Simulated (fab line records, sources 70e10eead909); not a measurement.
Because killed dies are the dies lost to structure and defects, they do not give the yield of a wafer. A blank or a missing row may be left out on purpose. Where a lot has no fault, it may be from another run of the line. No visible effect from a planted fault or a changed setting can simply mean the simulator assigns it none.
Code-filled problem report in 8D (eight disciplines) form :: flow nandHarc :: the parts of the form that need people (team, actions taken, sign-off) are left out

## 1. THE PROBLEM
At NHARC_P_STI_INSPECT_11, rawDefectCount averages 945.5 over 6 wafers from 2 lots, while fault-free wafers read 5.4, standard deviation 2.6. That is +99 or more standard deviations from the usual mean.
Seen first at day 7 01:51 on defectInspect-01, wafer L303.1. Wafers with a number at this step in the record: 39, from 13 lots. By rule, "out" or "out of limits" means more than 4 standard deviations away from the usual mean. Any other wafer with a number is counted as sound.

## 2. WHAT IT IS AND WHAT IT IS NOT
question: which readings at this step
is: rawDefectCount
is not: -

question: which lots
is: L303, L305
is not: L293, L294, L295, L296, L298, L306, L307, L312, L313, L314, L316

question: which wafers of those lots
is: all that have a number
is not: -

question: read on which gauges
is: defectInspect-01, defectInspect-02
is not: -

question: when
is: from day 7 01:51
is not: up to then (15 sound wafers); but 18 sound wafers of L306, L307, L312, L313, L314, L316 came after

## 3. SUSPECTS, AND WHAT RULES EACH OUT
Counting: a tool stays on the suspect list if, at a process step up to the reading, it processed all lots that are out and no sound lot following the first of them.
- the gauge at NHARC_P_STI_INSPECT_11: ruled out. 2 gauges (defectInspect-01, defectInspect-02) read the wafers that are out.
- lpcvd-01 at NHARC_P_STI_HM_DEP_30 (deposits Si3N4, target thk 80 nm, time 873 s): ruled out as a lasting fault. After its first lot that is out, L303 (day 6 21:37), sound lots L306, L307, L312, L313, L316 ran on it.
Left after counting: nothing in the record.

## 4. THE CAUSE (what the simulator had put in)
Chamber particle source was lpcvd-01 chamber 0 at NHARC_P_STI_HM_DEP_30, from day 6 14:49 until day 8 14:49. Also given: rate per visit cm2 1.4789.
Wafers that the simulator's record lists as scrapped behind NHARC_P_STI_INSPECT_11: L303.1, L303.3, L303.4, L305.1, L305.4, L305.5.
The count ruled it out by mistake, since the rule takes a fault to strike every lot its tool runs from the start of the fault on, and this one did not do so.

## 5. THE CHAIN OF EFFECTS, in route order
One row per reading whose mean, taken over the struck wafers that have a number, lies over 3 standard deviations from the usual. Only readings for which the record gives a usual standard deviation are gone through. hours: the time from each lot's start at the first step in this table that gives one to its start at this step, as a median over the lots. sigmas: the change in usual standard deviations.
hours: 0
step: NHARC_P_STI_INSPECT_11
reading: rawDefectCount
usual: 5.4
on struck wafers: 945.5
change: +940.1
sigmas: +99 or more

## 6. WHAT WOULD HAVE CAUGHT IT SOONER
11 hours passed between the start of the fault at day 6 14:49 and the first reading out of limits at a measuring or inspecting step in this record, taken at day 7 01:51.
No tool reading at NHARC_P_STI_HM_DEP_30 that has a usual standard deviation in the record was out on any struck wafer, so an alarm limit of 4 standard deviations on those readings would not have fired.
